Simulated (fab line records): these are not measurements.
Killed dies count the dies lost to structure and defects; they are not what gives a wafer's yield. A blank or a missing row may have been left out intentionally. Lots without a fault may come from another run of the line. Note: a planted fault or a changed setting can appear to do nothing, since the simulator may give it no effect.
Lot-split experiment | flow n5Finfet | 21 wafers read across 7 lots, on a route 1938 steps long

== THE SPLIT ITSELF ==
At N5_MOL_CONTACT_COAG_ALD_27 (deposits SiOC, target thk 17 nm, pulse time 1.5 s, time 2720 s), the setting aldCycles was moved away from the recipe's 340 on 9 of the 21 wafers read, by -10.3% to +15.6%. The other wafers ran this setting at the recipe's value.

The split's own step is where the reading is taken.

== THE READING ==
SiOC_of_MOL_CONTACT_COAG_ALD_27.thkNm (the simulator's own value, which no gauge read), in nm, at N5_MOL_CONTACT_COAG_ALD_27 (deposits SiOC, target thk 17 nm, pulse time 1.5 s, time 2720 s). No usual value for it is given in the file. The 12 wafers here that ran the recipe average 17.0 nm, standard deviation 0.075 nm.

wafer  | tool, chamber at the split | aldCycles as run | against the recipe | SiOC_of_MOL_CONTACT_COAG_ALD_27.thkNm, nm | against lot-mates on the recipe
L075.1 | aldSin-01, 0               | 307              | -9.7%              | 15.4                                      | -1.6
L075.4 | aldSin-01, 2,0             | 340              | recipe             | 17                                        | -
L075.5 | aldSin-01, 2,0             | 340              | recipe             | 17                                        | -
L080.1 | aldSin-03, 1,0,3           | 393              | +15.6%             | 19.6                                      | no lot-mate on the recipe
L080.3 | aldSin-03, 1,0,3           | 393              | +15.6%             | 19.6                                      | no lot-mate on the recipe
L080.5 | aldSin-03, 1,0,3           | 393              | +15.6%             | 19.6                                      | no lot-mate on the recipe
L083.3 | aldSin-03, 0,2,3           | 340              | recipe             | 17                                        | -
L083.5 | aldSin-03, 0,2,3           | 340              | recipe             | 17                                        | -
L083.6 | aldSin-03, 0,2,3           | 340              | recipe             | 17                                        | -
L084.1 | aldSin-01, 0               | 340              | recipe             | 17                                        | -
L084.2 | aldSin-01, 2               | 312              | -8.2%              | 15.6                                      | -1.5
L084.3 | aldSin-01, 3               | 340              | recipe             | 17.2                                      | -
L088.1 | aldSin-03, 2               | 340              | recipe             | 17                                        | -
L088.3 | aldSin-03, 0,3             | 312              | -8.2%              | 15.6                                      | -1.4
L088.4 | aldSin-03, 0,3             | 312              | -8.2%              | 15.6                                      | -1.4
L090.3 | aldSin-04, 1               | 305              | -10.3%             | 15.2                                      | -1.8
L090.4 | aldSin-04, 0               | 305              | -10.3%             | 15                                        | -2.0
L090.6 | aldSin-04, 1               | 340              | recipe             | 17                                        | -
L093.1 | aldSin-04, 2,3             | 340              | recipe             | 17                                        | -
L093.3 | aldSin-04, 2,3             | 340              | recipe             | 17                                        | -
L093.6 | aldSin-04, 1               | 340              | recipe             | 17.2                                      | -
Where a row lists several chambers, the file gives one row for several wafers and doesn't say which wafer went through which chamber.

THE FIT
A straight line over all 21 wafers: SiOC_of_MOL_CONTACT_COAG_ALD_27.thkNm changes by +0.17 nm for each +1% of aldCycles; r = +1.00; the points scatter about the line by 0.09 nm.
The same after taking each lot's own level away (the mean of its wafers on the recipe; 18 wafers): +0.177 nm for each +1%; r = +1.00; scatter 0.079 nm.
Per that fit: largest aldCycles move, reading shift of 2.8 nm.
The lots' own levels span 17.00 to 17.10 nm, that is 1.3 times the standard deviation above.
So the lot-to-lot level changes the slope little: the two slopes agree.
Check: with one of the wafers moved furthest among these (-10.3%) left out of the fit, the line predicts -1.82 nm for it against its lot-mates. It came out at -1.8 nm against them.

== OTHER SPLITS ON THESE WAFERS ==
Other splits were also applied to these wafers ahead of the reading. Each is held against what the fit with the lots' levels taken away leaves over:
other split on the same wafers  | wafers away from the commonest value | r with SiOC_of_MOL_CONTACT_COAG_ALD_27.thkNm (lot level and that fit taken away)
N5_SD_EPI_N_EPI_21 timeS        | 10                                   | +0.09
N5_HKMG_FIN_HK_ALD_01 aldCycles | 10                                   | +0.09
N5_HKMG_FIN_PEB_47 pebTimeS     | 4                                    | -0.11
N5_HKMG_FIN_ETCH_55 biasW       | 2                                    | +0.01
N5_GATE_CUT_COAT_07 spinRpm     | 4                                    | -0.08

== FILE'S OWN FIT ==
SiOC_of_MOL_CONTACT_COAG_ALD_27.thkNm changes by +0.176 nm for each +1% of aldCycles, r = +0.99.
